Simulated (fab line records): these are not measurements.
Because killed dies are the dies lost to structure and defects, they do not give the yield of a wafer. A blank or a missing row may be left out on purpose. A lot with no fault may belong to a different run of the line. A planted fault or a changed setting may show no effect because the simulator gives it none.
Chamber matching + flow n5 finfet + N5_BEOL_M3_STRIP_66 on rie diel-03 has 4 sister chambers
The step strips in CF4. 4 wafers are shown with their chamber, then 11 later ones without.

== WAFERS, EACH WITH ITS CHAMBER ==
| wafer  | chamber | throttle valve pct (%) |
|--------|---------|------------------------|
| L080.1 | 3       | 13.31                  |
| L080.2 | 1       | 13.02                  |
| L080.4 | 2       | 13.59                  |
| L081.2 | 0       | 13.69                  |

== WAFERS WITHOUT THEIR CHAMBER ==
| wafer  | throttle valve pct (%) |
|--------|------------------------|
| L081.3 | 13.59                  |
| L081.4 | 13.01                  |
| L084.1 | 13.05                  |
| L084.2 | 13.38                  |
| L084.3 | 13.72                  |
| L084.4 | 13.04                  |
| L084.5 | 13.71                  |
| L084.6 | 13.34                  |
| L090.4 | 13.02                  |
| L090.5 | 13.72                  |
| L090.6 | 13.36                  |

== EACH ONE'S CHAMBER ==
| wafer  | from the rows above | in truth |
|--------|---------------------|----------|
| L081.3 | 2                   | 2        |
| L081.4 | 1                   | 1        |
| L084.1 | 1                   | 1        |
| L084.2 | 3                   | 3        |
| L084.3 | 0                   | 0        |
| L084.4 | 1                   | 1        |
| L084.5 | 0                   | 0        |
| L084.6 | 3                   | 3        |
| L090.4 | 1                   | 1        |
| L090.5 | 0                   | 0        |
| L090.6 | 3                   | 3        |
Placed correctly: 11 of 11. Left unplaced by these rows: 0. Wrongly placed: 0.
How it was worked out, from the rows above alone: a wafer's distance from a chamber is the root of the sum, over the readings, of the square of ((its reading less the chamber's mean) divided by the reading's scatter). If the next closest chamber is less than 2 further off than the closest, the wafer can't be placed; otherwise it belongs to the closest. The mean given for a chamber averages the wafers shown for that chamber. The scatter: root of mean squared gap, hidden wafer to nearest shown wafer, with one shown wafer a chamber.
